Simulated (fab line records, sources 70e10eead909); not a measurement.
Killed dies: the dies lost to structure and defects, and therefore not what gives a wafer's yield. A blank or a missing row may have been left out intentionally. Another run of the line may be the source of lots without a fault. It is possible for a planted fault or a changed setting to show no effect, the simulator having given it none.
Problem report in the 8D (eight disciplines) form, filled by code | flow nandHarc | the parts of the form that need people (team, actions taken, sign-off) are left out

## 1. WHAT WENT WRONG
Wafers without a fault read 62, standard deviation 16; killedAtArray at NHARC_END_SORT_01 reads a mean of 672 on 3 wafers belonging to 2 lots. Relative to the usual mean, that is a shift of +38 standard deviations.
First seen on wafer L566.1, day 29 07:59, on prober-01. At this step, 4 wafers from 2 lots have a number in the record. Rule for "out", or "out of limits": more than 4 standard deviations from the usual mean. All remaining wafers that have a number are taken as sound.

## 2. WHAT IT IS AND WHAT IT IS NOT
question                    | is                        | is not
which readings at this step | killedAtArray, killedDies | killedAtOther, killedAtPeriphery, killedOpen, killedShort
which lots                  | L566, L568                | -
which wafers of those lots  | L566.1, L568.3, L568.6    | L566.5
read on which gauges        | prober-01, prober-02      | -
when                        | from day 29 07:59         | up to then (0 sound wafers); but 1 sound wafer of L566 came after

## 3. SUSPECTS, AND WHAT RULES EACH OUT
Counting: if a tool at a process step up to the reading ran every lot that is out, it stays a suspect. Sound lots after the first of them don't rule it out here, since some wafers of a struck lot are sound.
- the gauge at NHARC_END_SORT_01 has been ruled out. Those wafers that are out were read across 2 gauges (prober-01, prober-02).
- rieDiel-01 at NHARC_A_CHANNEL_HOLE_D2_DESCUM_15 (chemistry O2, time 3 s): kept. It ran every lot that is out, first L566 (day 17 21:47).
- rieDiel-01 at NHARC_A_CHANNEL_HOLE_D2_ETCH_38 (etches the open film in CF4, target depth 39 nm, time 65 s): kept. It ran every lot that is out, first L566 (day 17 21:52). Its own oesProductAu readings are out on those wafers.
- rieDiel-01 at NHARC_A_CHANNEL_HOLE_D2_ETCH_39 (etches the open film in N2/H2, target depth 260 nm, time 325 s): kept. It ran every lot that is out, first L566 (day 29 07:59). NHARC_A_CHANNEL_HOLE_D2_ETCH_39 gives no start for some lots, so the hours and the order of its lots are those of NHARC_END_SORT_01.
- Within rieDiel-01 at NHARC_A_CHANNEL_HOLE_D2_DESCUM_15: the wafers that are out ran in chambers 2, 3; their sound lot-mates ran in chamber 1.
- At NHARC_A_CHANNEL_HOLE_D2_ETCH_38 on rieDiel-01, chamber 3 took the sound wafers of the same lots and chamber 0 took the wafers that are out.
Still standing after the count: rieDiel-01 at NHARC_A_CHANNEL_HOLE_D2_DESCUM_15, rieDiel-01 at NHARC_A_CHANNEL_HOLE_D2_ETCH_38, rieDiel-01 at NHARC_A_CHANNEL_HOLE_D2_ETCH_39.

## 4. THE CAUSE (what the simulator had put in)
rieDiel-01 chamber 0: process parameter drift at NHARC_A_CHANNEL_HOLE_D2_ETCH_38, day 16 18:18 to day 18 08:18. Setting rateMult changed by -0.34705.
Counting left 3 suspects, and this tool is among them.

## 5. SEQUENCE OF EFFECTS, ordered by route
Each row: a reading where the mean over the struck wafers with a number is more than 3 standard deviations away from the usual. Readings are gone through only where the record gives a usual standard deviation; hours: the median, over the lots, of the time from a lot's start at the first step in this table giving one to that lot's start at this step; sigmas: the change measured in usual standard deviations.
hours | step                            | reading       | usual      | on struck wafers | change | sigmas
0     | NHARC_A_CHANNEL_HOLE_D2_ETCH_38 | oesProductAu  | 1.000 a.u. | 0.783            | -0.217 | -27
271   | NHARC_END_SORT_01               | killedAtArray | 62         | 672              | +610   | +38
271   | NHARC_END_SORT_01               | killedDies    | 67         | 677              | +610   | +38
It contains these process steps:
- NHARC_A_CHANNEL_HOLE_D2_ETCH_38: etches the open film in CF4, target depth 39 nm, time 65 s.

## 6. WHAT WOULD HAVE CAUGHT IT SOONER
Counted from the fault's start at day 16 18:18, it took 302 hours until the first out-of-limits reading at a measuring or inspecting step in this record, taken at day 29 07:59.
At NHARC_A_CHANNEL_HOLE_D2_ETCH_38, the tool's own readings (oesProductAu) were out on each struck wafer the step has a row for, so an alarm limit on them would have fired on the first such wafer.
By day 29 07:59, every lot that is out (2) had started NHARC_A_CHANNEL_HOLE_D2_ETCH_38 on rieDiel-01. A hold on the tool at that time would have spared none of them.
